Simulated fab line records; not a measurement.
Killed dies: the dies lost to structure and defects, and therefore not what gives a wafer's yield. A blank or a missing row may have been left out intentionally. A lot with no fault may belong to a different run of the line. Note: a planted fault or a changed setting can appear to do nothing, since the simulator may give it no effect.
Chamber matching | flow n5-finfet | N5_DUMMY_GATE_STRIP_48 on rie-diel-03 has 4 sister chambers
The step strips in N2/H2, time 20 s. 4 wafers are shown with their chamber, then 8 later ones without.

WAFERS PAIRED WITH THEIR CHAMBERS
wafer  | chamber | showerhead-plenum-p-Torr (Torr)
L080.6 | 0       | 3.33
L086.5 | 1       | 3.42
L086.6 | 2       | 3.48
L089.3 | 3       | 3.39

WAFERS WHOSE CHAMBER IS MISSING
wafer  | showerhead-plenum-p-Torr (Torr)
L089.4 | 3.42
L089.5 | 3.32
L095.2 | 3.39
L095.3 | 3.41
L095.6 | 3.48
L097.1 | 3.41
L097.3 | 3.47
L097.6 | 3.47

WHICH CHAMBER EACH WENT THROUGH
wafer  | from the rows above     | in truth
L089.4 | 1                       | 1
L089.5 | 0                       | 0
L095.2 | 3                       | 3
L095.3 | can't be placed: 1 or 3 | 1
L095.6 | 2                       | 2
L097.1 | can't be placed: 1 or 3 | 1
L097.3 | 2                       | 2
L097.6 | 2                       | 2
Correct placement for 6 of the 8. Not placeable from these rows: 2 (in 2, the candidates include the true chamber). Placed wrongly: 0.
How it was worked out, from the rows above alone: a wafer's distance from a chamber is the root of the sum, over the readings, of the square of ((its reading less the chamber's mean) divided by the reading's scatter). The wafer belongs to the nearest chamber; if the next one is less than 2 further off, it can't be placed. For every chamber, the mean is computed from those of its wafers that are shown. The scatter: with one shown wafer a chamber, the root of the mean of the squares of how far each hidden wafer lies from its nearest shown one.
